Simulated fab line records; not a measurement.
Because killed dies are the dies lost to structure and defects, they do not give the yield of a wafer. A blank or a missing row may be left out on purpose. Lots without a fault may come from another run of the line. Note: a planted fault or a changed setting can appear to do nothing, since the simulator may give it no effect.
Matching of chambers | flow n5 finfet | N5_BEOL_M0_SAQP_ILD_DEP_01 on pecvd-01 has 3 sister chambers
The step deposits SiOC from DEMS/O2, target thk 45.419 nm, time 8.7 s. 3 wafers are shown with their chamber, then 7 later ones without.

WAFERS, EACH WITH ITS CHAMBER
wafer  | chamber | throttle valve pct (%)
L086.3 | 1       | 13.4
L091.4 | 0       | 11.4
L091.5 | 2       | 11.8

WAFERS WHOSE CHAMBER IS MISSING
wafer  | throttle valve pct (%)
L091.6 | 13.4
L094.1 | 11.5
L094.3 | 11.7
L094.5 | 11.8
L097.2 | 11.6
L097.3 | 11.7
L097.5 | 11.5

EACH ONE'S CHAMBER
wafer  | from the rows above     | in truth
L091.6 | 1                       | 1
L094.1 | can't be placed: 0 or 2 | 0
L094.3 | can't be placed: 2 or 0 | 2
L094.5 | 2                       | 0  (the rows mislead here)
L097.2 | can't be placed: 0 or 2 | 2
L097.3 | can't be placed: 2 or 0 | 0
L097.5 | can't be placed: 0 or 2 | 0
Placed correctly: 1 of 7. Cannot be placed on the basis of these rows: 5; the candidates contain the true chamber in 5. Placed wrongly: 1.
How it was worked out, from the rows above alone: a wafer's distance from a chamber is the root of the sum, over the readings, of the square of ((its reading less the chamber's mean) divided by the reading's scatter). If the next closest chamber is less than 2 further off than the closest, the wafer can't be placed; otherwise it belongs to the closest. Each chamber's mean is taken over the wafers shown for it. The scatter: with one shown wafer a chamber, the root of the mean of the squares of how far each hidden wafer lies from its nearest shown one.
